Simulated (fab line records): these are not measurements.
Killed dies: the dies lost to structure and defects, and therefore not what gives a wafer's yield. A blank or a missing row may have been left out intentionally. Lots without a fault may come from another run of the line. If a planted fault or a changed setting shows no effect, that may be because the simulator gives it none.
Problem report, 8D (eight disciplines) form, completed by code :: flow n5_finfet :: the parts of the form that need people (team, actions taken, sign-off) are left out

## 1. WHAT WENT WRONG
run_length_s at N5_BEOL_M0_SAQP_PECVD_96 reads a mean of 85.2 s on 1 wafer of 1 lot; wafers without a fault read 81.4 s with a standard deviation of 0.48. That puts it +7.9 standard deviations away from the usual mean.
The step: deposits a-Si from SiH4/He, target thk 45 nm, time 45.2 s.
Earliest sighting: wafer L652.1 on pecvd-03 at day 7 16:40. The record holds 27 wafers of 9 lots with a number at this step. Rule for "out", or "out of limits": more than 4 standard deviations from the usual mean. The other wafers with a number count as sound.

## 2. WHAT IT IS; WHAT IT IS NOT
question: which readings at this step
is: run_length_s
is not: heater_power_w, showerhead_plenum_p_Torr, throttle_valve_pct

question: which lots
is: L652
is not: L644, L645, L655, L656, L657, L661, L665, L666

question: which wafers of those lots
is: L652.1
is not: L652.2, L652.3

question: read on which tools
is: pecvd-03
is not: pecvd-01, pecvd-02

question: when
is: from day 7 16:40
is not: up to then (8 sound wafers); but 18 sound wafers of L655, L656, L657, L661, L665, L666 came after

## 3. WHAT RULES OUT EACH SUSPECT
Counting: a tool at a process step up to the reading stays a suspect if it ran every lot that is out. Sound lots after the first of them don't rule it out here, since some wafers of a struck lot are sound.
- rie_diel-06 at N5_MOL_CONTACT_COAG_ETCHBACK_136 (etches SiO2 in CHF3, target depth 25 nm, time 16.7 s): kept. It ran the lot that is out, L652 (day 7 09:14).
- rie_diel-06 at N5_MOL_CONTACT_COAG_STRIP_72 (strips in N2/H2): kept. It ran the lot that is out, L652 (day 7 09:23).
- pecvd-01 at N5_BEOL_M0_SAQP_PECVD_00 (deposits SiCN from 3MS/NH3, target thk 8 nm, time 14 s): kept. It ran the lot that is out, L652 (day 7 16:00).
- pecvd-03 at N5_BEOL_M0_SAQP_PECVD_96 (deposits a-Si from SiH4/He, target thk 45 nm, time 45.2 s): kept. The lot that is out, L652, ran on it at day 7 16:40; the last sound lot it ran before that was L645, at day 5 23:16. Out on those wafers are its own readings of run_length_s.
- Within rie_diel-06 at N5_MOL_CONTACT_COAG_ETCHBACK_136: the wafers that are out ran in chamber 3; their sound lot-mates ran in chambers 1, 2.
- Within rie_diel-06 at N5_MOL_CONTACT_COAG_STRIP_72: the wafers that are out ran in chamber 3; their sound lot-mates ran in chambers 1, 2.
- Within pecvd-01 at N5_BEOL_M0_SAQP_PECVD_00: the wafers that are out ran in chamber 0; their sound lot-mates ran in chambers 1, 2.
- Within pecvd-03 at N5_BEOL_M0_SAQP_PECVD_96: the wafers that are out ran in chamber 0; their sound lot-mates ran in chambers 1, 2.
Left after counting: rie_diel-06 at N5_MOL_CONTACT_COAG_ETCHBACK_136, rie_diel-06 at N5_MOL_CONTACT_COAG_STRIP_72, pecvd-01 at N5_BEOL_M0_SAQP_PECVD_00, pecvd-03 at N5_BEOL_M0_SAQP_PECVD_96.

## 4. THE CAUSE (what the simulator had put in)
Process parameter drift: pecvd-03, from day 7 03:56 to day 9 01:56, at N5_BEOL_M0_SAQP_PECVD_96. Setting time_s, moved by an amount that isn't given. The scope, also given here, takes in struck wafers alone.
After counting, 4 suspects remain, this tool included.

## 5. THE CHAIN OF EFFECTS, in route order
Rows list readings where the struck wafers' mean (over those with a number) sits beyond 3 standard deviations from the usual. Only readings for which the record gives a usual standard deviation are gone through. hours: the time from each lot's start at the first step in this table that gives one to its start at this step, as a median over the lots. sigmas: the change in usual standard deviations.
hours: 0
step: N5_BEOL_M0_SAQP_PECVD_96
reading: run_length_s
usual: 81.4 s
on struck wafers: 85.2
change: +3.8
sigmas: +7.9
It contains these process steps:
- N5_BEOL_M0_SAQP_PECVD_96: deposits a-Si from SiH4/He, target thk 45 nm, time 45.2 s.
At these later measuring or inspecting steps, every struck wafer for which the step has a row has a number for every such reading, and none has moved that far: N5_BEOL_M4_RC_MEAS_101.

## 6. HOW IT WOULD HAVE BEEN CAUGHT EARLIER
First out-of-limits reading in this record: day 7 16:40, which is 13 hours after fault onset at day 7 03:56.
